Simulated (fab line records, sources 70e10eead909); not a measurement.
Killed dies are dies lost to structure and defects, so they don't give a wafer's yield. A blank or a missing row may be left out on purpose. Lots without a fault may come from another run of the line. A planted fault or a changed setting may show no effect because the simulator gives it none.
fab line records | flow nand_harc
record lots=13 wafers=39 last_day=33
route steps=1302 shown A_BONDPAD@1223 THIN_TSV@1259 END@1302
lots that met no fault: from a run of the same line without faults
start_h: hours from the record's first day to the start of the lot's first wafer shown | wait_h: hours since the lot's step before | " the same as in the row above | L1.1+2: a row that stands for several wafers | - no value, or no start given | * or withheld: withheld | < > ~ a bound
route shown NAME@n: a module of which the file shows steps, and the number in the route of the first | usual: mean/standard deviation of fault-free wafers | same: alike in all rows | chamber/n: place in a boat | sites: the reading at each site | _std_site: their standard deviation | _edge_site: outer sites' mean less inner sites' | radius_mm: how far each site lies from the wafer's centre | mask NAME#n: copy n | behind: the tool/chamber that last shaped the wafer | hold: why the lot was held/for how many hours/how that ended | device: the transistor (n, p or np) that didn't switch | end of line: the same wafers' tests at the end of the route | a step without rows: its recipe alone | killed: dies lost to structure and defects at the first sort, not the wafer's yield | map: a wafer's dies, x killed, . not, _ none there
set.NAME: the setting as run; set.NAME@STEP: as run at that earlier step | model.NAME: the simulator's own value behind a step, which no gauge read
steps of the route over a sample of lots; a table a step, a row a wafer
services: from which hour (start_h, from the record's first day; less than 0 if before it) a tool's chamber was out of use, for how many hours, and why
## steps
# step NHARC_A_BONDPAD_ETCH_24
# recipe target_depth_a=300 over_etch_frac=0.3 time_s=72.99 ion_energy_ev=150 cf4_flow_sccm=50 n2_flow_sccm=100 ar_flow_sccm=150 rf_w=300 bias_w=100 chemistry=CF4/N2
# usual drypump_motor_current_A=5.7/0.42 oes_product_au=0.998/0.013 rf_vpp_V=314.3/2.3 showerhead_plenum_p_Torr=2.64/0.14 throttle_valve_pct=19.795/0.0093
# columns lot.wafer tool chamber start_h wait_h drypump_motor_current_A oes_product_au rf_hours_counter_h rf_vpp_V showerhead_plenum_p_Torr throttle_valve_pct
L742.1 rie_diel-02 2 545.07 0.1 6.0 0.993 54 312.8 2.52 19.804
L742.3 " 3 " " 6.5 1.001 42 315.3 2.80 19.795
L742.4 " 1 " " 6.1 1.014 - 314.3 2.61 19.790
L741.4 rie_diel-12 2 - - 5.1 0.995 3 312.6 2.48 19.797
L741.2 " 0 " " 6.2 0.990 3 314.0 2.55 19.793
L741.3 " 1 " " 5.6 1.011 3 316.9 2.78 19.796
L748.1 rie_diel-12 2 610.07 0.2 5.1 0.993 6 310.9 2.48 19.807
L748.4 " 0 " " 6.2 0.989 - 313.7 2.55 19.783
L748.5 " 1 " " 5.6 0.990 - 316.9 2.78 19.811
L747.3 rie_diel-06 0 - - 5.8 1.004 21 317.8 2.83 19.796
L747.2 " 1 " " 5.3 1.000 19 312.8 2.51 19.809
L747.6 " 0 " " 5.8 0.991 - 316.9 2.83 19.788
L753.2 rie_diel-06 2 - - 5.7 0.998 26 312.5 2.59 19.794
L753.1 " 3 " " 5.1 1.010 27 312.9 2.53 19.809
L753.6 " 1 " " 5.2 1.001 - 312.8 2.51 19.801
L755.3 rie_diel-12 2 - - 5.2 1.014 1 310.7 2.48 19.799
L755.6 " 1 " " 5.6 0.997 - 315.6 2.78 19.803
L755.5 " 2 " " 5.2 1.029 - 311.0 2.48 19.802
L756.2 rie_diel-06 1 - - 5.2 0.995 3 312.1 2.51 19.793
L756.4 " 3 " " 5.2 1.011 4 311.5 2.53 19.793
L756.1 " 0 " " 5.8 0.996 4 318.4 2.82 19.798
L754.1 rie_diel-02 0 - - 5.7 1.009 44 316.6 2.74 19.790
L754.3 " 1 " " 6.2 1.020 39 314.2 2.59 19.791
L754.5 " 0 " " 5.7 1.014 - 316.9 2.74 19.786
L757.4 rie_diel-12 2 - - 5.1 0.992 2 313.6 2.48 19.789
L757.5 " 0 " " 6.2 0.979 - 312.9 2.55 19.794
L757.6 " 1 " " 5.6 0.985 - 315.8 2.78 19.794
L758.4 rie_diel-12 1 - - 5.6 0.998 3 317.2 2.78 19.810
L758.6 " 1 " " 5.6 0.991 - 316.2 2.78 19.793
L758.5 " 2 " " 5.1 0.987 - 311.2 2.48 19.787
L759.1 rie_diel-06 2 - - 5.7 1.004 5 312.9 2.59 19.794
L759.4 " 3 " " 5.2 1.005 6 311.6 2.53 19.815
L759.5 " 2 " " 5.8 1.016 - 313.8 2.59 19.804
L761.1 rie_diel-12 3 - - 5.7 0.990 5 318.2 2.82 19.802
L761.3 " 2 " " 5.2 0.996 4 309.7 2.48 19.785
L761.5 " 3 " " 5.6 0.983 - 316.0 2.82 19.794
L763.4 rie_diel-12 2 - - 5.1 0.999 4 309.7 2.48 19.788
L763.3 " 3 " " 5.7 0.997 5 316.9 2.82 19.790
L763.1 " 1 " " 5.6 1.003 4 316.8 2.78 19.785
# step NHARC_THIN_TSV_CD_MEAS_12
# recipe target_cd_nm=1000 landing_energy_ev=500
# usual cd_nm=1001.1/3
# columns lot.wafer tool chamber start_h wait_h cd_nm
L742.1 cd_sem-03 0 557.52 - 1002.3
L742.3 " 0 " " 1000.7
L742.4 " 0 " " 1003.8
L741.2 cd_sem-03 0 561.31 - 994.9
L741.3 " 0 " " 994.3
L741.4 " 0 " " 996.0
L748.1 cd_sem-02 0 624.79 - 1006.0
L748.4 " 0 " " 1004.0
L748.5 " 0 " " 1003.0
L747.2 cd_sem-03 0 626.12 - 999.2
L747.3 " 0 " " 998.0
L747.6 " 0 " " 995.5
L753.1 cd_sem-02 0 678.63 - 998.2
L753.2 " 0 " " 998.9
L753.6 " 0 " " 999.2
L755.3 cd_sem-01 0 687.20 - 1006.7
L755.5 " 0 " " 1007.3
L755.6 " 0 " " 1005.6
L756.1 cd_sem-03 0 710.68 - 1001.1
L756.2 " 0 " " 1004.8
L756.4 " 0 " " 1001.3
L754.1 cd_sem-02 0 715.52 - 997.4
L754.3 " 0 " " 999.1
L754.5 " 0 " " 997.8
L757.4 cd_sem-02 0 728.19 - 999.1
L757.5 " 0 " " 997.0
L757.6 " 0 " " 997.7
L758.4 cd_sem-02 0 729.28 - 1003.2
L758.5 " 0 " " 999.7
L758.6 " 0 " " 997.1
L759.1 cd_sem-01 0 747.33 - 1005.5
L759.4 " 0 " " 1004.9
L759.5 " 0 " " 1002.4
L761.1 cd_sem-02 0 770.41 - 997.2
L761.3 " 0 " " 998.3
L761.5 " 0 " " 1001.5
L763.1 cd_sem-01 0 773.06 - 1000.0
L763.3 " 0 " " 1003.9
L763.4 " 0 " " 1000.1
# step NHARC_THIN_TSV_STRIP_62
# recipe power_w=1500 temp_c=250 time_s=20 chemistry=N2/H2
# usual drypump_motor_current_A=6.0/0.33 heater_power_w=322/18 rf_refl_power_W=23.0/2.6
# columns lot.wafer tool chamber start_h wait_h drypump_motor_current_A heater_power_w rf_hours_counter_h rf_refl_power_W
L742.1 plasma_asher-01 0 560.31 - 6.2 344 8 26.0
L742.3 " 1 " " 5.7 320 - 19.6
L742.4 " 0 " " 6.2 344 - 24.9
L741.2 plasma_asher-01 1 563.92 - 5.7 327 8 -
L741.4 " 0 " " 6.2 340 - -
L741.3 " 1 " " 5.7 317 - -
L748.1 plasma_asher-01 1 627.38 - - - - -
L748.4 " 1 " " - - - -
L748.5 " 0 " " - - - -
L747.2 plasma_asher-02 0 628.87 - - - - -
L747.3 " 0 " " - - - -
L747.6 " 0 " " - - - -
L753.1 plasma_asher-01 0 681.26 - 6.2 333 33 25.5
L753.2 " 1 " " 5.7 325 33 20.2
L753.6 " 1 " " 5.7 323 - 20.6
L755.3 plasma_asher-01 0 689.85 - 6.2 335 - 26.0
L755.6 " 1 " " 5.7 330 - 20.2
L755.5 " 0 " " 6.2 343 - 26.3
L756.1 plasma_asher-01 1 713.35 - 5.7 326 2 -
L756.2 " 0 " " 6.2 324 2 -
L756.4 " 1 " " 5.7 321 - -
L754.1 plasma_asher-01 1 718.20 - 5.7 331 3 -
L754.3 " 0 " " 6.2 318 - -
L754.5 " 0 " " 6.2 329 - -
L757.4 plasma_asher-01 0 731.12 - 6.2 333 - 25.1
L757.5 " 0 " " 6.2 330 - 25.0
L757.6 " 1 " " 5.7 318 - 20.0
L758.4 plasma_asher-02 0 732.11 - 6.5 323 - 22.0
L758.6 " 1 " " 5.6 286 - 24.8
L758.5 " 0 " " 6.4 334 - 21.8
L759.1 plasma_asher-02 1 749.95 - 5.5 285 29 24.3
L759.4 " 1 " " 5.6 279 - 24.0
L759.5 " 1 " " 5.5 290 - 24.3
L761.1 plasma_asher-01 0 773.17 - 6.2 326 14 26.3
L761.3 " 1 " " 5.7 321 - 20.1
L761.5 " 1 " " 5.7 328 - 19.7
L763.1 plasma_asher-01 1 775.67 - 5.7 317 15 21.0
L763.4 " 0 " " 6.2 330 - 25.9
L763.3 " 1 " " 5.7 325 - 20.7
# step NHARC_THIN_TSV_DEGAS_53
# recipe temp_c=300 time_s=60
# usual heater_power_w=478/51
# columns lot.wafer tool chamber start_h wait_h heater_power_w
L742.1 pvd_sputter-01 - 562.45 0.1 481
L742.4 " - " " 505
L742.3 " - " " 425
L741.3 pvd_sputter-02 - 566.05 0.1 451
L741.2 " - " " 533
L741.4 " - " " 495
L748.4 pvd_sputter-02 - 629.55 0.1 449
L748.1 " - " " 488
L748.5 " - " " 439
L747.3 pvd_sputter-03 - 631.02 0.1 441
L747.2 " - " " 477
L747.6 " - " " 468
L753.2 pvd_sputter-01 - 683.41 0.1 416
L753.1 " - " " 505
L753.6 " - " " 397
L755.3 pvd_sputter-02 - 691.99 0.1 444
L755.5 " - " " 546
L755.6 " - " " 490
L756.4 pvd_sputter-01 - 715.50 0.1 412
L756.1 " - " " 506
L756.2 " - " " 506
L754.3 pvd_sputter-03 - 720.36 0.1 464
L754.1 " - " " 417
L754.5 " - " " 577
L757.4 pvd_sputter-02 - 733.32 0.1 558
L757.5 " - " " 497
L757.6 " - " " 492
L758.4 pvd_sputter-01 - 734.21 0.1 420
L758.5 " - " " 505
L758.6 " - " " 495
L759.1 pvd_sputter-02 - 752.09 0.1 534
L759.4 " - " " 512
L759.5 " - " " 540
L761.1 pvd_sputter-01 - 775.35 0.1 390
L761.3 " - " " 512
L761.5 " - " " 408
L763.3 pvd_sputter-03 - 777.80 0.1 486
L763.4 " - " " 554
L763.1 " - " " 521
# step NHARC_END_SORT_01
# recipe temp_c=25
# usual defect_limited_yield=89.9/2.9 killed_at_array=64/20 killed_at_other=0.7/1.1 killed_at_periphery=3.6/2.7 killed_dies=68/20 killed_open=2.8/1.9 killed_short=2.3/1.5
# same gross_dies=677
# columns lot.wafer tool chamber start_h wait_h defect_limited_yield[%] killed_at_array killed_at_other killed_at_periphery killed_dies killed_open killed_short
L748.1 prober-01 0 637.66 2.5 85.2 87 9 4 100 9 2
L748.4 prober-01 0 640.06 3.4 83.3 95 13 5 113 12 6
L748.5 prober-01 0 640.86 3.7 86.9 78 9 2 89 7 3
L747.2 prober-02 0 646.36 2.8 85.7 84 10 3 97 7 3
L747.3 prober-02 0 647.17 3.1 86.3 88 3 2 93 3 2
L747.6 prober-02 0 649.60 4.1 86.6 82 8 1 91 8 1
L753.1 prober-01 0 696.64 2.5 93.1 38 0 9 47 1 1
L753.2 prober-01 0 697.44 2.8 91.9 43 0 12 55 3 3
L753.6 prober-01 0 700.65 4.0 91.4 49 2 7 58 4 2
L755.3 prober-02 0 705.67 3.1 83.9 102 1 6 109 6 5
L755.5 prober-02 0 707.29 3.7 83.3 110 0 3 113 2 5
L755.6 prober-02 0 708.10 4.0 86.0 92 0 3 95 1 3
L756.1 prober-01 0 725.65 2.5 87.1 81 0 6 87 4 0
L756.2 prober-01 0 726.44 2.8 87.4 82 0 3 85 0 2
L756.4 prober-01 0 728.03 3.4 87.0 78 1 9 88 5 1
L754.1 prober-02 0 730.63 2.5 87.0 85 1 2 88 9 2
L754.3 prober-02 0 732.24 3.1 90.0 68 0 0 68 1 1
L754.5 prober-02 0 733.85 3.7 87.6 83 0 1 84 3 6
L758.4 prober-02 0 748.42 3.4 90.7 61 0 2 63 0 0
L758.5 prober-02 0 749.23 3.7 89.4 58 1 13 72 4 5
L758.6 prober-02 0 750.03 4.0 90.5 56 0 8 64 7 0
L757.4 prober-01 0 748.42 3.4 86.1 91 0 3 94 3 2
L757.5 prober-01 0 749.22 3.7 86.0 84 3 8 95 9 3
L757.6 prober-01 0 750.02 4.0 87.4 80 1 4 85 1 0
L759.1 prober-01 0 762.14 2.5 89.8 65 0 4 69 3 5
L759.4 prober-01 0 764.56 3.4 88.3 69 1 9 79 6 3
L759.5 prober-01 0 765.37 3.7 91.3 53 0 6 59 1 3
L761.1 prober-02 0 784.91 2.5 92.8 43 0 6 49 1 1
L761.3 prober-02 0 786.52 3.1 92.2 52 0 1 53 2 2
L761.5 prober-02 0 788.14 3.7 92.8 48 0 1 49 2 2
L763.1 prober-01 0 792.63 2.5 91.1 55 1 4 60 4 3
L763.3 prober-01 0 794.22 3.1 91.6 51 1 5 57 3 4
L763.4 prober-01 0 795.02 3.4 91.7 51 1 4 56 6 1
# killed by level:class
L748.1 A_CHANNEL_HOLE_D1:chamber_film_flake=29 A_CHANNEL_HOLE_D2:chamber_film_flake=29 A_SLIT:chamber_film_flake=24 THIN_TSV:geometric_particle:open=8 P_BONDPAD:chamber_film_flake=3 A_CONTACT:chamber_film_flake=2 A_SOURCE_PLATE:geometric_particle:open=1 A_WL_FILL:geometric_particle:short=1
L748.4 A_CHANNEL_HOLE_D1:chamber_film_flake=33 A_CHANNEL_HOLE_D2:chamber_film_flake=26 A_SLIT:chamber_film_flake=23 THIN_TSV:geometric_particle:open=8 THIN_TSV:geometric_particle:short=4 P_GATE:chamber_film_flake=3 A_WL_FILL:chamber_film_flake=3 A_WL_FILL:geometric_particle:short=2
L748.5 A_SLIT:chamber_film_flake=30 A_CHANNEL_HOLE_D1:chamber_film_flake=23 A_CHANNEL_HOLE_D2:chamber_film_flake=21 THIN_TSV:geometric_particle:open=6 THIN_TSV:geometric_particle:short=2 P_BONDPAD:chamber_film_flake=2 A_CHANNEL_FILL_D2:geometric_particle:short=1 A_CONTACT:geometric_particle:open=1
L747.2 A_CHANNEL_HOLE_D1:chamber_film_flake=33 A_SLIT:chamber_film_flake=27 A_CHANNEL_HOLE_D2:chamber_film_flake=14 THIN_TSV:geometric_particle:open=5 THIN_TSV:chamber_film_flake=5 A_CONTACT:chamber_film_flake=4 A_SOURCE_PLATE:geometric_particle:short=2 P_GATE:geometric_particle:open=1
L747.3 A_CHANNEL_HOLE_D1:chamber_film_flake=36 A_SLIT:chamber_film_flake=30 A_CHANNEL_HOLE_D2:chamber_film_flake=10 A_STAIRCASE:chamber_film_flake=3 THIN_TSV:geometric_particle:short=2 A_CHANNEL_FILL_D1:chamber_film_flake=2 A_CHANNEL_FILL_D2:chamber_film_flake=2 A_CONTACT:chamber_film_flake=2
L747.6 A_CHANNEL_HOLE_D1:chamber_film_flake=35 A_SLIT:chamber_film_flake=24 A_CHANNEL_HOLE_D2:chamber_film_flake=13 THIN_TSV:geometric_particle:open=7 A_WL_FILL:chamber_film_flake=3 A_CONTACT:chamber_film_flake=3 A_ONON_D1:geometric_particle:short=1 A_CHANNEL_FILL_D1:geometric_particle:open=1
L753.1 A_CHANNEL_HOLE_D1:chamber_film_flake=30 P_STI:chamber_film_flake=4 A_STAIRCASE:chamber_film_flake=4 P_ZERO_WELL:chamber_film_flake=3 A_CONTACT:chamber_film_flake=2 P_CONTACT:geometric_particle:short=1 A_ONON_D1:geometric_particle:open=1 P_CONTACT:chamber_film_flake=1
L753.2 A_CHANNEL_HOLE_D1:chamber_film_flake=29 P_CONTACT:chamber_film_flake=5 P_STI:chamber_film_flake=4 A_CONTACT:chamber_film_flake=4 A_SLIT:chamber_film_flake=2 A_CHANNEL_FILL_D2:chamber_film_flake=2 P_GATE:geometric_particle:short=1 P_M0:geometric_particle:short=1
L753.6 A_CHANNEL_HOLE_D1:chamber_film_flake=27 A_SLIT:chamber_film_flake=5 A_CONTACT:chamber_film_flake=5 A_CHANNEL_HOLE_D2:chamber_film_flake=4 A_CHANNEL_FILL_D2:chamber_film_flake=3 P_ZERO_WELL:chamber_film_flake=2 P_GATE:geometric_particle:open=1 P_M0:geometric_particle:short=1
L755.3 A_CHANNEL_HOLE_D1:chamber_film_flake=39 A_SLIT:chamber_film_flake=29 A_CHANNEL_HOLE_D2:chamber_film_flake=16 P_GATE:chamber_film_flake=5 A_CONTACT:chamber_film_flake=4 A_STAIRCASE:chamber_film_flake=3 P_M1:geometric_particle:open=1 A_SOURCE_PLATE:geometric_particle:open=1
L755.5 A_CHANNEL_HOLE_D1:chamber_film_flake=35 A_SLIT:chamber_film_flake=35 A_CHANNEL_HOLE_D2:chamber_film_flake=25 A_ZERO_WELL:chamber_film_flake=3 A_CONTACT:chamber_film_flake=3 A_CHANNEL_FILL_D1:geometric_particle:short=2 A_BLC:chamber_film_flake=2 P_M0:geometric_particle:short=1
L755.6 A_CHANNEL_HOLE_D1:chamber_film_flake=33 A_SLIT:chamber_film_flake=28 A_CHANNEL_HOLE_D2:chamber_film_flake=22 A_CONTACT:chamber_film_flake=4 P_GATE:geometric_particle:short=1 A_CHANNEL_FILL_D1:geometric_particle:short=1 A_BLC:geometric_particle:short=1 A_BLC:geometric_particle:open=1
L756.1 A_CHANNEL_HOLE_D1:chamber_film_flake=39 A_SLIT:chamber_film_flake=32 A_CONTACT:chamber_film_flake=4 P_STI:chamber_film_flake=2 P_GATE:chamber_film_flake=2 A_STAIRCASE:chamber_film_flake=2 P_M0:geometric_particle:open=1 A_ONON_D1:geometric_particle:open=1
L756.2 A_CHANNEL_HOLE_D1:chamber_film_flake=42 A_SLIT:chamber_film_flake=26 A_CONTACT:chamber_film_flake=6 A_STAIRCASE:chamber_film_flake=5 A_ONON_D1:geometric_particle:short=1 A_SGD_CUT:geometric_particle:short=1 P_STI:chamber_film_flake=1 P_GATE:chamber_film_flake=1
L756.4 A_CHANNEL_HOLE_D1:chamber_film_flake=37 A_SLIT:chamber_film_flake=30 A_CONTACT:chamber_film_flake=7 P_CONTACT:chamber_film_flake=5 P_STI:chamber_film_flake=2 P_M0:geometric_particle:open=1 A_CHANNEL_FILL_D1:geometric_particle:open=1 A_ONON_D2:geometric_particle:open=1
L754.1 A_CHANNEL_HOLE_D1:chamber_film_flake=31 A_CHANNEL_HOLE_D2:chamber_film_flake=24 A_CONTACT:chamber_film_flake=8 A_SLIT:chamber_film_flake=6 A_STAIRCASE:chamber_film_flake=3 A_CHANNEL_FILL_D2:geometric_particle:open=2 A_WL_FILL:chamber_film_flake=2 P_STI:geometric_particle:short=1
L754.3 A_CHANNEL_HOLE_D1:chamber_film_flake=27 A_CHANNEL_HOLE_D2:chamber_film_flake=25 A_CONTACT:chamber_film_flake=5 A_SLIT:chamber_film_flake=3 A_DECK1_JOINT:chamber_film_flake=3 A_STAIRCASE:chamber_film_flake=2 A_CHANNEL_FILL_D2:geometric_particle:open=1 A_SGD_CUT:geometric_particle:short=1
L754.5 A_CHANNEL_HOLE_D1:chamber_film_flake=39 A_CHANNEL_HOLE_D2:chamber_film_flake=25 A_SLIT:chamber_film_flake=7 A_ONON_D1:geometric_particle:short=2 A_CHANNEL_FILL_D2:geometric_particle:short=2 A_CONTACT:chamber_film_flake=2 P_M1:geometric_particle:open=1 A_CHANNEL_HOLE_D1:geometric_particle:open=1
L758.4 A_SLIT:chamber_film_flake=35 A_CHANNEL_HOLE_D1:chamber_film_flake=13 A_STAIRCASE:chamber_film_flake=7 A_CONTACT:chamber_film_flake=4 P_ZERO_WELL:chamber_film_flake=1 P_M1:chamber_film_flake=1 A_ZERO_WELL:chamber_film_flake=1 A_CHANNEL_FILL_D2:chamber_film_flake=1
L757.4 A_CHANNEL_HOLE_D1:chamber_film_flake=33 A_CHANNEL_HOLE_D2:chamber_film_flake=26 A_CONTACT:chamber_film_flake=14 A_SLIT:chamber_film_flake=8 A_STAIRCASE:chamber_film_flake=4 A_CHANNEL_FILL_D2:geometric_particle:open=2 P_GATE:chamber_film_flake=2 A_CHANNEL_FILL_D1:geometric_particle:short=1
L757.5 A_CHANNEL_HOLE_D2:chamber_film_flake=34 A_CHANNEL_HOLE_D1:chamber_film_flake=33 A_CONTACT:chamber_film_flake=5 HYBRID_BOND:chamber_film_flake=3 P_M0:geometric_particle:open=2 A_WL_FILL:geometric_particle:open=2 P_GATE:chamber_film_flake=2 A_STAIRCASE:chamber_film_flake=2
L758.5 A_SLIT:chamber_film_flake=30 A_STAIRCASE:chamber_film_flake=10 A_CHANNEL_HOLE_D1:chamber_film_flake=9 P_M1:chamber_film_flake=5 A_CONTACT:chamber_film_flake=4 P_CONTACT:geometric_particle:short=2 P_GATE:chamber_film_flake=2 P_M1:geometric_particle:short=1
L757.6 A_CHANNEL_HOLE_D1:chamber_film_flake=32 A_CHANNEL_HOLE_D2:chamber_film_flake=32 A_CONTACT:chamber_film_flake=10 A_SLIT:chamber_film_flake=4 P_STI:chamber_film_flake=2 A_STAIRCASE:chamber_film_flake=2 STARTING-WAFER:geometric_particle:open=1 P_ZERO_WELL:chamber_film_flake=1
L758.6 A_SLIT:chamber_film_flake=25 A_CHANNEL_HOLE_D1:chamber_film_flake=8 A_STAIRCASE:chamber_film_flake=8 A_CONTACT:chamber_film_flake=7 P_ZERO_WELL:chamber_film_flake=4 A_CHANNEL_FILL_D2:geometric_particle:open=2 P_GATE:chamber_film_flake=2 P_CONTACT:geometric_particle:open=1
L759.1 A_SLIT:chamber_film_flake=33 A_CHANNEL_HOLE_D1:chamber_film_flake=11 A_CHANNEL_FILL_D1:chamber_film_flake=4 A_STAIRCASE:chamber_film_flake=4 A_CONTACT:chamber_film_flake=4 A_WL_FILL:geometric_particle:short=2 P_STI:geometric_particle:short=1 P_M0:geometric_particle:short=1
L759.4 A_SLIT:chamber_film_flake=32 A_CHANNEL_HOLE_D1:chamber_film_flake=19 A_CONTACT:chamber_film_flake=3 A_M0:geometric_particle:open=2 P_GATE:chamber_film_flake=2 P_M0:chamber_film_flake=2 A_CHANNEL_HOLE_D2:chamber_film_flake=2 A_STAIRCASE:chamber_film_flake=2
L759.5 A_SLIT:chamber_film_flake=29 A_CHANNEL_HOLE_D1:chamber_film_flake=8 A_STAIRCASE:chamber_film_flake=5 A_CONTACT:chamber_film_flake=5 P_M0:chamber_film_flake=4 P_M1:chamber_film_flake=2 A_CHANNEL_HOLE_D1:geometric_particle:short=1 A_CONTACT:geometric_particle:open=1
L761.1 A_CHANNEL_HOLE_D1:chamber_film_flake=16 A_STAIRCASE:chamber_film_flake=10 A_SLIT:chamber_film_flake=8 P_ZERO_WELL:chamber_film_flake=5 A_CONTACT:chamber_film_flake=4 A_WL_FILL:chamber_film_flake=2 P_GATE:geometric_particle:open=1 A_ONON_D2:geometric_particle:short=1
L761.3 A_CHANNEL_HOLE_D1:chamber_film_flake=20 A_SLIT:chamber_film_flake=10 A_STAIRCASE:chamber_film_flake=8 A_CONTACT:chamber_film_flake=7 A_WL_FILL:chamber_film_flake=2 A_CHANNEL_HOLE_D1:geometric_particle:short=1 A_WL_FILL:geometric_particle:short=1 A_WL_FILL:geometric_particle:open=1
L761.5 A_CHANNEL_HOLE_D1:chamber_film_flake=14 A_SLIT:chamber_film_flake=9 A_STAIRCASE:chamber_film_flake=8 A_CONTACT:chamber_film_flake=6 A_WL_FILL:chamber_film_flake=4 A_SGD_CUT:geometric_particle:open=1 A_WL_FILL:geometric_particle:short=1 A_WL_FILL:geometric_particle:open=1
L763.1 A_SLIT:chamber_film_flake=37 A_CONTACT:chamber_film_flake=8 P_M2:chamber_film_flake=4 A_SGD_CUT:geometric_particle:short=2 A_DECK1_JOINT:geometric_particle:open=1 A_CHANNEL_FILL_D2:geometric_particle:open=1 A_SGD_CUT:geometric_particle:open=1 A_WL_FILL:geometric_particle:short=1
L763.3 A_SLIT:chamber_film_flake=37 A_CONTACT:chamber_film_flake=5 A_CHANNEL_HOLE_D2:chamber_film_flake=3 P_M2:chamber_film_flake=2 P_GATE:geometric_particle:open=1 P_M0:geometric_particle:short=1 P_M1:geometric_particle:short=1 A_ONON_D1:geometric_particle:open=1
L763.4 A_SLIT:chamber_film_flake=36 P_M2:chamber_film_flake=3 A_CONTACT:chamber_film_flake=3 A_M1:geometric_particle:open=2 A_CHANNEL_FILL_D1:chamber_film_flake=2 P_M1:geometric_particle:open=1 A_ONON_D1:geometric_particle:open=1 A_CHANNEL_FILL_D1:geometric_particle:open=1
## services
# columns tool chamber start_h hours kind
pvd_sputter-03 - 547.47 10.0 pm
rie_diel-06 2 550.43 13.4 repair
rie_diel-06 - 559.49 0.5 repair
rie_diel-02 - 572.90 9.0 pm
rie_diel-12 1 574.03 8.2 repair
pvd_sputter-01 - 582.14 10.0 pm
rie_diel-06 - 600.79 1.0 repair
plasma_asher-02 - 603.37 9.0 pm
rie_diel-12 3 609.20 3.6 repair
plasma_asher-02 - 618.41 0.4 repair
pvd_sputter-01 - 621.43 1.5 repair
rie_diel-12 - 622.51 9.0 pm
pvd_sputter-02 - 638.00 10.0 pm
rie_diel-06 - 666.76 9.0 pm
plasma_asher-02 - 673.09 0.9 repair
rie_diel-12 2 679.42 5.0 repair
pvd_sputter-02 - 683.12 1.9 repair
rie_diel-12 0 694.36 9.4 repair
plasma_asher-01 - 696.08 9.0 pm
rie_diel-06 2 711.45 9.1 repair
rie_diel-12 - 724.40 0.4 repair
pvd_sputter-03 - 725.52 10.0 pm
rie_diel-12 1 733.48 2.0 repair
pvd_sputter-01 - 760.14 10.0 pm
## key
first_sign step=NHARC_THIN_TSV_STRIP_62 reading=tool_record direction=missing
effect step=NHARC_END_SORT_01 reading=killed_at_other direction=up sigmas=7 usual=0.7 struck=8.7
met_at NHARC_THIN_TSV_STRIP_62
struck_lots L747,L748
not_acting_at NHARC_A_BONDPAD_ETCH_24,NHARC_THIN_TSV_CD_MEAS_12,NHARC_THIN_TSV_DEGAS_53
onset_between 563.92 627.38
fault kind=skipped_step_whole tool=plasma_asher-01,plasma_asher-02 chamber=- onset_h=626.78 steps=NHARC_THIN_TSV_STRIP_62 scope=struck_lots_only
